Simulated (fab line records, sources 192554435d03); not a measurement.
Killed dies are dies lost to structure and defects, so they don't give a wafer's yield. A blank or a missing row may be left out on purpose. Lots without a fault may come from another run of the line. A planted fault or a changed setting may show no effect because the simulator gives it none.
Chamber matching | flow n5_finfet | N5_GATE_CUT_CMP_02 on cmp-04: 4 sister chambers
The step polishes, stops on SiO2, t overpolish 12.7 s, target thk 0 nm. 8 wafers are shown with their chamber, then 12 later ones without.

WAFERS WITH THEIR CHAMBER
wafer  | chamber | motor_current_A (A) | overpolish_run_s (s)
L086.3 | 0       | 11.3                | 12.694
L086.6 | 1       | 7.8                 | 12.699
L088.1 | 1       | 7.8                 | 12.699
L088.4 | 3       | 8.2                 | 12.698
L088.6 | 2       | 9.7                 | 12.695
L090.1 | 0       | 10.7                | 12.696
L090.3 | 2       | 8.9                 | 12.700
L090.4 | 3       | 7.2                 | 12.698

WAFERS WITHOUT THEIR CHAMBER
wafer  | motor_current_A (A) | overpolish_run_s (s)
L092.1 | 11.2                | 12.712
L092.2 | 7.8                 | 12.702
L092.4 | 8.0                 | 12.698
L093.1 | 9.6                 | 12.708
L093.3 | 7.7                 | 12.680
L093.4 | 7.8                 | 12.709
L094.1 | 11.1                | 12.714
L094.5 | 9.2                 | 12.706
L094.6 | 8.0                 | 12.704
L095.3 | 7.3                 | 12.700
L095.4 | 11.4                | 12.709
L095.6 | 7.7                 | 12.689

WHICH CHAMBER EACH WENT THROUGH
wafer  | from the rows above               | in truth
L092.1 | can't be placed: 2 or 0 or 1 or 3 | 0
L092.2 | can't be placed: 1 or 3           | 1
L092.4 | can't be placed: 3 or 1           | 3
L093.1 | can't be placed: 2 or 1 or 3 or 0 | 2
L093.3 | can't be placed: 3 or 2 or 1 or 0 | 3
L093.4 | can't be placed: 1 or 3 or 2      | 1
L094.1 | can't be placed: 2 or 0 or 1 or 3 | 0
L094.5 | can't be placed: 2 or 1 or 3      | 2
L094.6 | can't be placed: 1 or 3 or 2      | 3
L095.3 | can't be placed: 1 or 3           | 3
L095.4 | can't be placed: 2 or 0 or 1      | 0
L095.6 | can't be placed: 3 or 1 or 2      | 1
Placed correctly: 0 of 12. Can't be placed from these rows: 12 (the true chamber is among the candidates in 12). Placed wrongly: 0.
How it was worked out, from the rows above alone: a wafer's distance from a chamber is the root of the sum, over the readings, of the square of ((its reading less the chamber's mean) divided by the reading's scatter). The wafer belongs to the nearest chamber; if the next one is less than 2 further off, it can't be placed. A chamber's mean is the mean of its shown wafers. The scatter: the root of (the sum of the squares of (reading less its chamber's mean) over the shown wafers, divided by (wafers less chambers)).
